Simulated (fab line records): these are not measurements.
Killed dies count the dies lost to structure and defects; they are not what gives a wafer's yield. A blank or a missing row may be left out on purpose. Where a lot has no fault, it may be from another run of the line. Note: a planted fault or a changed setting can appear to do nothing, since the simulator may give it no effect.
Which tool was responsible?	flow n5-finfet	69 wafers from 23 lots sampled at 6 of the route's 1938 steps

== WHAT THE GAUGES SHOWED, per wafer ==
The record lacks any reading of a measuring or inspecting step that a usual standard deviation could be used to judge.

== WHICH TOOL RAN EACH LOT (tool, then ch and the chambers of the sampled wafers, then the start) ==
lot	N5_FIN_SAQP_STRIP_55	N5_FIN_SAQP_HM_CD_35	N5_FIN_CUT_DESCUM_13	N5_FIN_CUT_STRIP_22	N5_STI_FIN_REVEAL_ALD_14	N5_STI_FIN_REVEAL_ETCH_34
L074	rie-diel-06 ch 0,1, day 1 22:40	cd-sem-01, day 2 02:42	rie-diel-04 ch 1,3, day 2 03:38	rie-diel-04 ch 1,3, day 2 04:24	ald-sin-04 ch 0,2,3, day 2 04:39	rie-si-03 ch 1,2,3, day 2 13:07
L075	rie-diel-05 ch 1,2, day 2 05:08	cd-sem-02, day 2 10:04	rie-diel-02 ch 0,3, day 2 10:54	rie-diel-01 ch 0,2,3, day 2 11:40	ald-sin-03 ch 0,1, day 2 11:55	rie-si-06 ch 1,2,3, day 2 20:35
L076	rie-diel-05 ch 0,1,3, day 2 09:58	cd-sem-01, day 2 13:28	rie-diel-02 ch 0,1,3, day 2 14:20	rie-diel-02 ch 1,3, day 2 15:07	ald-sin-04 ch 0,2, day 2 15:30	rie-si-06 ch 1,3, day 3 01:37
L077	rie-diel-06 ch 0,3, day 2 15:52	cd-sem-01, day 2 20:02	rie-diel-02 ch 0,1,2, day 2 20:46	rie-diel-04 ch 1,2, day 2 21:31	ald-sin-01 ch 0,2,3, day 2 23:02	rie-si-01 ch 0,1,3, day 3 06:58
L079	rie-diel-03 ch 2,3, day 3 04:35	cd-sem-02, day 3 08:49	rie-diel-02 ch 0,2,3, day 3 09:46	rie-diel-02 ch 0,1, day 3 10:34	ald-sin-04 ch 0,2,3, day 3 10:49	rie-si-03 ch 0,1,2, day 3 20:55
L080	rie-diel-05 ch 1,2,3, day 3 11:01	cd-sem-03, day 3 15:04	rie-diel-04 ch 0,1, day 3 16:02	rie-diel-04 ch 0,1,2, day 3 16:52	ald-sin-03 ch 0,1,2, day 3 18:27	rie-si-01 ch 0,3, day 4 02:24
L081	rie-diel-05 ch 0,1,2, day 3 16:31	cd-sem-01, day 3 21:29	rie-diel-04 ch 0,1,2, day 3 22:16	rie-diel-02 ch 2,3, day 3 23:05	ald-sin-03 ch 0,1, day 3 23:20	rie-si-01 ch 0,1,3, day 4 09:37
L082	rie-diel-03 ch 2,3, day 3 22:36	cd-sem-02, day 4 02:49	rie-diel-04 ch 0,1,2, day 4 03:34	rie-diel-04 ch 1,2, day 4 04:19	ald-sin-03 ch 0,2,3, day 4 06:36	rie-si-03 ch 0,1, day 4 14:39
L083	rie-diel-06 ch 1,2, day 4 04:17	cd-sem-03, day 4 09:39	rie-diel-01 ch 2,3, day 4 10:23	rie-diel-01 ch 0,3, day 4 11:09	ald-sin-01 ch 1,2,3, day 4 11:53	rie-si-01 ch 0,1,3, day 4 20:01
L084	rie-diel-03 ch 0,1,3, day 4 10:20	cd-sem-03, day 4 15:41	rie-diel-04 ch 0,1, day 4 16:32	rie-diel-01 ch 0,1,2, day 4 17:27	ald-sin-03 ch 0,1,3, day 4 17:46	rie-si-06 ch 0,1,3, day 5 01:46
L085	rie-diel-06 ch 2,3, day 4 16:10	cd-sem-01, day 4 19:58	rie-diel-04 ch 1,3, day 4 20:47	rie-diel-01 ch 2,3, day 4 21:37	ald-sin-04 ch 0,1,3, day 4 21:55	rie-si-06 ch 1,2, day 5 06:04
L086	rie-diel-06 ch 0,2,3, day 4 23:14	cd-sem-01, day 5 02:43	rie-diel-04 ch 0,2, day 5 04:04	rie-diel-04 ch 0,1,2, day 5 04:49	ald-sin-03 ch 0,1,2, day 5 05:04	rie-si-01 ch 0,1,3, day 5 12:59
L087	rie-diel-05 ch 0,1, day 5 04:44	cd-sem-02, day 5 08:32	rie-diel-04 ch 1,2, day 5 09:17	rie-diel-04 ch 0,1, day 5 10:02	ald-sin-04 ch 1,3, day 5 10:17	rie-si-01 ch 0,1,2, day 5 18:54
L088	rie-diel-05 ch 0,1,2, day 5 09:59	cd-sem-01, day 5 13:26	rie-diel-04 ch 1,2,3, day 5 14:11	rie-diel-04 ch 1,2,3, day 5 14:56	ald-sin-04 ch 0,1, day 5 15:11	rie-si-06 ch 0,2,3, day 5 23:10
L089	rie-diel-03 ch 0,2, day 5 17:13	cd-sem-03, day 5 20:53	rie-diel-04 ch 1,3, day 5 21:38	rie-diel-01 ch 1,2,3, day 5 22:38	ald-sin-04 ch 1,2,3, day 5 22:53	rie-si-03 ch 0,1, day 6 06:47
L090	rie-diel-06 ch 1,3, day 5 23:10	cd-sem-02, day 6 03:45	rie-diel-04 ch 0,3, day 6 04:35	rie-diel-04 ch 0,2, day 6 05:23	ald-sin-01 ch 0,1,3, day 6 05:47	rie-si-01 ch 0,2, day 6 13:47
L091	rie-diel-05 ch 0,3, day 6 04:54	cd-sem-01, day 6 08:58	rie-diel-04 ch 1,2, day 6 09:43	rie-diel-01 ch 1,2,3, day 6 10:28	ald-sin-04 ch 0,1, day 6 11:20	rie-si-06 ch 0,1,2, day 6 19:16
L092	rie-diel-05 ch 0,1,2, day 6 11:35	cd-sem-03, day 6 15:12	rie-diel-02 ch 0,2, day 6 15:56	rie-diel-04 ch 0,2, day 6 16:41	ald-sin-04 ch 0,1, day 6 16:56	rie-si-06 ch 0,2,3, day 7 00:52
L093	rie-diel-05 ch 0,2, day 6 16:17	cd-sem-01, day 6 20:20	rie-diel-02 ch 0,3, day 6 21:05	rie-diel-02 ch 1,3, day 6 21:50	ald-sin-01 ch 0,1,3, day 6 23:29	rie-si-03 ch 0,2, day 7 07:32
L094	rie-diel-05 ch 2,3, day 6 22:18	cd-sem-03, day 7 02:19	rie-diel-01 ch 0,1,3, day 7 03:03	rie-diel-04 ch 0,1,3, day 7 03:53	ald-sin-03 ch 1,2,3, day 7 04:08	rie-si-01 ch 1,2,3, day 7 12:04
L095	rie-diel-03 ch 1,2, day 7 04:29	cd-sem-02, day 7 08:32	rie-diel-01 ch 1,2,3, day 7 09:25	rie-diel-01 ch 0,1,2, day 7 10:24	ald-sin-03 ch 0,1,2, day 7 10:43	rie-si-01 ch 2,3, day 7 18:39
L096	rie-diel-03 ch 0,1,3, day 7 10:00	cd-sem-02, day 7 13:54	rie-diel-04 ch 1,3, day 7 14:38	rie-diel-04 ch 0,2, day 7 15:24	ald-sin-01 ch 0,1,2, day 7 15:39	rie-si-06 ch 0,2,3, day 7 23:47
L097	rie-diel-06 ch 0,2,3, day 7 16:04	cd-sem-03, day 7 19:31	rie-diel-01 ch 0,1,3, day 7 20:17	rie-diel-02 ch 0,1, day 7 21:02	ald-sin-01 ch 0,1,2, day 7 22:03	rie-si-03 ch 1,3, day 8 06:07
- N5_FIN_SAQP_STRIP_55: strips in N2/H2.
- N5_FIN_SAQP_HM_CD_35: target cd 8 nm.
- N5_FIN_CUT_DESCUM_13: chemistry O2, time 7 s.
- N5_FIN_CUT_STRIP_22: strips in N2/H2.
- N5_STI_FIN_REVEAL_ALD_14: deposits Si3N4, target thk 3 nm.
- N5_STI_FIN_REVEAL_ETCH_34: etches Si in H2, material Si, target depth 0.97 nm.

== WHAT THE TOOLS THEMSELVES READ (means of the sampled wafers that have a number; where no wafer has one, the mark that the record gives instead) ==
N5_FIN_SAQP_STRIP_55.
lot	tool	drypump-motor-current-A (A)	oes-product-au (a.u.)	power-w (W)	rf-vpp-V (V)	showerhead-plenum-p-Torr (Torr)	throttle-valve-pct (%)
L074	rie-diel-06	5.64	0.81	500.3	120.8	3.29	18.91
L075	rie-diel-05	5.70	0.73	499.4	122.0	3.43	19.06
L076	rie-diel-05	5.42	0.73	500.5	122.4	3.48	19.11
L077	rie-diel-06	5.48	0.80	500.7	120.7	3.28	19.02
L079	rie-diel-03	5.51	0.85	498.9	122.3	3.22	18.77
L080	rie-diel-05	5.70	0.72	497.6	122.7	3.42	18.94
L081	rie-diel-05	5.53	0.74	499.8	123.0	3.44	18.95
L082	rie-diel-03	5.52	0.85	501.0	121.5	3.22	18.79
L083	rie-diel-06	5.48	0.78	499.6	123.1	3.38	18.71
L084	rie-diel-03	5.40	0.89	500.3	122.8	3.41	18.70
L085	rie-diel-06	5.32	0.80	498.6	121.5	3.38	19.01
L086	rie-diel-06	5.39	0.77	500.4	122.5	3.32	18.95
L087	rie-diel-05	5.27	0.73	498.1	122.6	3.48	19.17
L088	rie-diel-05	5.55	0.73	500.4	122.7	3.43	18.98
L089	rie-diel-03	5.49	0.76	501.9	123.2	3.28	18.64
L090	rie-diel-06	5.71	0.83	500.3	123.9	3.40	19.02
L091	rie-diel-05	5.28	0.83	500.8	123.3	3.47	18.92
L092	rie-diel-05	5.53	0.74	498.8	121.6	3.43	18.98
L093	rie-diel-05	5.65	0.74	500.9	121.6	3.39	18.69
L094	rie-diel-05	5.72	0.88	500.8	121.8	3.40	18.59
L095	rie-diel-03	5.50	0.87	500.5	123.1	3.31	18.69
L096	rie-diel-03	5.41	0.84	500.0	120.9	3.39	18.75
L097	rie-diel-06	5.37	0.76	499.5	122.2	3.31	18.98

N5_FIN_SAQP_HM_CD_35.
lot	tool	cd-nm (nm)
L074	cd-sem-01	8.20
L075	cd-sem-02	8.11
L076	cd-sem-01	8.19
L077	cd-sem-01	8.07
L079	cd-sem-02	8.22
L080	cd-sem-03	8.23
L081	cd-sem-01	8.37
L082	cd-sem-02	8.19
L083	cd-sem-03	8.21
L084	cd-sem-03	8.37
L085	cd-sem-01	8.04
L086	cd-sem-01	8.12
L087	cd-sem-02	8.11
L088	cd-sem-01	8.04
L089	cd-sem-03	7.97
L090	cd-sem-02	8.05
L091	cd-sem-01	8.11
L092	cd-sem-03	7.87
L093	cd-sem-01	8.34
L094	cd-sem-03	8.33
L095	cd-sem-02	7.90
L096	cd-sem-02	8.08
L097	cd-sem-03	8.20

N5_FIN_CUT_DESCUM_13.
lot	tool	drypump-motor-current-A (A)	oes-product-au (a.u.)	rf-vpp-V (V)	showerhead-plenum-p-Torr (Torr)	throttle-valve-pct (%)
L074	rie-diel-04	6.0	0.75	241.7	2.03	20.35
L075	rie-diel-02	5.3	0.83	244.7	2.20	20.21
L076	rie-diel-02	5.2	0.80	245.0	2.20	20.24
L077	rie-diel-02	5.0	0.81	244.7	2.20	20.47
L079	rie-diel-02	5.1	0.83	245.7	2.20	20.45
L080	rie-diel-04	6.1	0.72	242.4	2.10	20.60
L081	rie-diel-04	5.9	0.72	242.8	2.08	20.52
L082	rie-diel-04	5.9	0.73	243.2	2.08	20.52
L083	rie-diel-01	4.8	0.78	243.6	2.13	20.46
L084	rie-diel-04	6.1	0.71	242.4	2.10	20.62
L085	rie-diel-04	5.8	0.76	242.5	2.07	20.30
L086	rie-diel-04	5.7	0.74	242.9	2.11	20.54
L087	rie-diel-04	5.7	0.73	242.4	2.05	20.44
L088	rie-diel-04	5.7	0.73	243.4	2.06	20.38
L089	rie-diel-04	5.9	0.72	242.0	2.02	20.39
L090	rie-diel-04	6.0	0.73	243.9	2.14	20.59
L091	rie-diel-04	5.7	0.72	242.3	2.05	20.46
L092	rie-diel-02	4.9	0.80	245.5	2.20	20.72
L093	rie-diel-02	5.2	0.74	244.4	2.18	20.40
L094	rie-diel-01	5.3	0.74	244.2	2.17	20.38
L095	rie-diel-01	5.1	0.74	244.2	2.15	20.52
L096	rie-diel-04	6.0	0.71	242.2	2.02	20.40
L097	rie-diel-01	5.3	0.74	245.0	2.17	20.40

N5_FIN_CUT_STRIP_22.
lot	tool	drypump-motor-current-A (A)	oes-product-au (a.u.)	power-w (W)	rf-vpp-V (V)	showerhead-plenum-p-Torr (Torr)	throttle-valve-pct (%)
L074	rie-diel-04	5.8	0.77	501.3	55.1	3.32	18.8
L075	rie-diel-01	5.0	0.79	500.0	55.2	3.47	18.6
L076	rie-diel-02	5.4	0.85	501.0	56.7	3.55	18.5
L077	rie-diel-04	5.9	0.72	499.7	53.9	3.26	18.8
L079	rie-diel-02	5.1	0.75	499.5	54.5	3.51	18.9
L080	rie-diel-04	5.9	0.71	500.7	54.5	3.34	19.0
L081	rie-diel-02	5.0	0.88	500.3	53.8	3.56	19.2
L082	rie-diel-04	5.7	0.72	498.2	55.4	3.30	18.9
L083	rie-diel-01	5.2	0.77	498.6	55.1	3.51	18.6
L084	rie-diel-01	5.4	0.76	500.4	53.2	3.45	19.0
L085	rie-diel-01	4.7	0.78	500.0	55.1	3.46	18.6
L086	rie-diel-04	5.9	0.71	500.7	55.9	3.34	18.9
L087	rie-diel-04	6.1	0.70	498.6	55.3	3.28	18.9
L088	rie-diel-04	5.7	0.75	500.6	52.3	3.30	18.9
L089	rie-diel-01	5.2	0.76	499.0	53.1	3.45	19.0
L090	rie-diel-04	5.7	0.73	499.8	52.0	3.38	19.1
L091	rie-diel-01	5.2	0.74	500.2	52.6	3.44	19.0
L092	rie-diel-04	5.7	0.72	500.1	53.3	3.38	19.1
L093	rie-diel-02	5.3	0.81	499.1	54.4	3.54	18.5
L094	rie-diel-04	6.0	0.72	498.9	53.3	3.33	19.0
L095	rie-diel-01	5.4	0.75	498.4	53.0	3.44	19.1
L096	rie-diel-04	5.9	0.71	499.1	53.7	3.41	19.2
L097	rie-diel-02	5.0	0.74	500.6	53.3	3.49	18.9

N5_STI_FIN_REVEAL_ALD_14.
lot	tool	heater-power-w (W)
L074	ald-sin-04	785
L075	ald-sin-03	871
L076	ald-sin-04	832
L077	ald-sin-01	843
L079	ald-sin-04	810
L080	ald-sin-03	903
L081	ald-sin-03	871
L082	ald-sin-03	889
L083	ald-sin-01	831
L084	ald-sin-03	871
L085	ald-sin-04	786
L086	ald-sin-03	895
L087	ald-sin-04	728
L088	ald-sin-04	825
L089	ald-sin-04	743
L090	ald-sin-01	857
L091	ald-sin-04	818
L092	ald-sin-04	823
L093	ald-sin-01	852
L094	ald-sin-03	895
L095	ald-sin-03	888
L096	ald-sin-01	814
L097	ald-sin-01	798

N5_STI_FIN_REVEAL_ETCH_34.
lot	tool	drypump-motor-current-A (A)	he-flow-sccm (sccm)	oes-product-au (a.u.)	throttle-valve-pct (%)
L074	rie-si-03	5.9	142.7	0.986	26.0
L075	rie-si-06	5.6	142.2	1.005	25.6
L076	rie-si-06	5.6	142.6	1.006	25.7
L077	rie-si-01	5.6	142.4	0.998	25.5
L079	rie-si-03	6.1	142.7	0.989	25.9
L080	rie-si-01	5.7	142.7	1.000	25.5
L081	rie-si-01	5.7	142.8	1.001	25.5
L082	rie-si-03	6.0	142.7	0.990	25.8
L083	rie-si-01	5.6	142.9	0.996	25.5
L084	rie-si-06	5.8	142.9	0.998	25.4
L085	rie-si-06	5.9	142.7	1.003	25.7
L086	rie-si-01	5.7	142.8	1.001	25.6
L087	rie-si-01	5.5	142.2	1.003	25.7
L088	rie-si-06	5.9	142.3	0.999	25.4
L089	rie-si-03	6.0	143.2	0.991	25.8
L090	rie-si-01	5.5	142.8	1.008	25.9
L091	rie-si-06	6.1	143.0	0.996	25.5
L092	rie-si-06	5.9	142.5	1.005	25.4
L093	rie-si-03	6.1	142.7	0.987	25.7
L094	rie-si-01	5.7	142.5	1.006	25.9
L095	rie-si-01	5.7	142.8	1.002	26.2
L096	rie-si-06	5.9	142.7	0.997	25.4
L097	rie-si-03	5.9	142.6	0.996	26.2

== THE ANSWER, worked out from the rows above alone ==
Rule: the lots themselves supply what counts as usual. Put in order of their means at a reading, lots are off if they are a third of the lots or fewer, leave a main group of 4 or more, and stand apart from it by a gap of 3 or more times the standard deviation of the main group's means; of several such gaps the widest counts. The tables above print the reading to a certain number of digits; a main group whose means all agree to those digits is not used. A lot without any number at a reading at which 4 lots or more have one is off too. Any other lot the step has rows for is counted as sound. Order of review: gauges by route order, followed by the tools' own readings, for which a lot's mean as printed above is used. At the first step where some lot is off, the reading lying furthest off is the one used; lots without a number count as furthest.
No lot is off on any of the readings shown, so nothing can be concluded from this.

== WHAT WAS PUT IN BY THE SIMULATOR ==
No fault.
